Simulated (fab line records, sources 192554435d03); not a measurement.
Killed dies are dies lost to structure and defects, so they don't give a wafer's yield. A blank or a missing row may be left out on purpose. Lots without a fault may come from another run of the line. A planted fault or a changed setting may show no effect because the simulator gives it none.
Chamber matching | flow n5_finfet | N5_BEOL_M0_ALD_136 on ald_metal-04: 4 sister chambers
The step deposits TaN, pulse time 2 s, purge time 3 s, co reactant purge time 2 s. 4 wafers are shown with their chamber, then 9 later ones without.

WAFERS WITH THEIR CHAMBER
wafer  | chamber | heater_power_w (W)
L089.5 | 1       | 411
L091.1 | 0       | 439
L091.2 | 3       | 432
L091.3 | 2       | 396

WAFERS WITHOUT THEIR CHAMBER
wafer  | heater_power_w (W)
L095.2 | 405
L095.3 | 430
L095.4 | 435
L097.2 | 431
L097.4 | 434
L097.5 | 396
L096.1 | 428
L096.2 | 432
L096.4 | 392

WHICH CHAMBER EACH WENT THROUGH
wafer  | from the rows above     | in truth
L095.2 | can't be placed: 1 or 2 | 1
L095.3 | 3                       | 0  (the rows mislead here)
L095.4 | can't be placed: 3 or 0 | 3
L097.2 | 3                       | 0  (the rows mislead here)
L097.4 | can't be placed: 3 or 0 | 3
L097.5 | 2                       | 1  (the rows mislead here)
L096.1 | 3                       | 3
L096.2 | 3                       | 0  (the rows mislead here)
L096.4 | 2                       | 2
Placed correctly: 2 of 9. Can't be placed from these rows: 3 (the true chamber is among the candidates in 3). Placed wrongly: 4.
How it was worked out, from the rows above alone: a wafer's distance from a chamber is the root of the sum, over the readings, of the square of ((its reading less the chamber's mean) divided by the reading's scatter). The wafer belongs to the nearest chamber; if the next one is less than 2 further off, it can't be placed. A chamber's mean is the mean of its shown wafers. The scatter: with one shown wafer a chamber, the root of the mean of the squares of how far each hidden wafer lies from its nearest shown one.
